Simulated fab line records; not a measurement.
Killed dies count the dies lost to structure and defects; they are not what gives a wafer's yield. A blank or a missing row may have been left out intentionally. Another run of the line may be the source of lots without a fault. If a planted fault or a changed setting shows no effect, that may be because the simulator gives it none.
Matching of chambers + flow n5-finfet + 4 sister chambers for N5_HKMG_FIN_ETCH_86 on rie-diel-04
The step etches SOC in N2/H2, stops on TiN, target depth 393.2 nm. 8 wafers are shown with their chamber, then 10 later ones without.

== EACH WAFER AND ITS CHAMBER ==
| wafer  | chamber | drypump-motor-current-A (A) | throttle-valve-pct (%) |
|--------|---------|-----------------------------|------------------------|
| L085.4 | 2       | 5.1                         | 17.48                  |
| L086.5 | 1       | 5.5                         | 18.01                  |
| L088.3 | 0       | 6.3                         | 17.27                  |
| L088.4 | 2       | 5.2                         | 17.50                  |
| L092.4 | 1       | 5.5                         | 18.02                  |
| L092.6 | 3       | 5.5                         | 17.85                  |
| L094.1 | 0       | 6.2                         | 17.29                  |
| L094.2 | 3       | 5.5                         | 17.87                  |

== WAFERS MISSING THEIR CHAMBER ==
| wafer  | drypump-motor-current-A (A) | throttle-valve-pct (%) |
|--------|-----------------------------|------------------------|
| L094.6 | 5.5                         | 18.02                  |
| L095.1 | 6.2                         | 17.28                  |
| L095.2 | 5.5                         | 18.01                  |
| L095.4 | 5.5                         | 17.85                  |
| L096.2 | 6.2                         | 17.29                  |
| L096.4 | 5.5                         | 17.86                  |
| L096.5 | 6.2                         | 17.27                  |
| L097.1 | 5.5                         | 17.87                  |
| L097.2 | 6.2                         | 17.28                  |
| L097.5 | 6.2                         | 17.28                  |

== THE CHAMBER EACH PASSED THROUGH ==
| wafer  | from the rows above | in truth |
|--------|---------------------|----------|
| L094.6 | 1                   | 1        |
| L095.1 | 0                   | 0        |
| L095.2 | 1                   | 1        |
| L095.4 | 3                   | 3        |
| L096.2 | 0                   | 0        |
| L096.4 | 3                   | 3        |
| L096.5 | 0                   | 0        |
| L097.1 | 3                   | 3        |
| L097.2 | 0                   | 0        |
| L097.5 | 0                   | 0        |
10 of 10 placed correctly. Number that these rows cannot place: 0. Number placed wrongly: 0.
How it was worked out, from the rows above alone: a wafer's distance from a chamber is the root of the sum, over the readings, of the square of ((its reading less the chamber's mean) divided by the reading's scatter). The wafer belongs to the nearest chamber; if the next one is less than 2 further off, it can't be placed. The mean given for a chamber averages the wafers shown for that chamber. How the scatter is found: for the shown wafers, subtract from each reading the mean of its chamber, square and add these, divide the total by (wafers less chambers), then take the root.
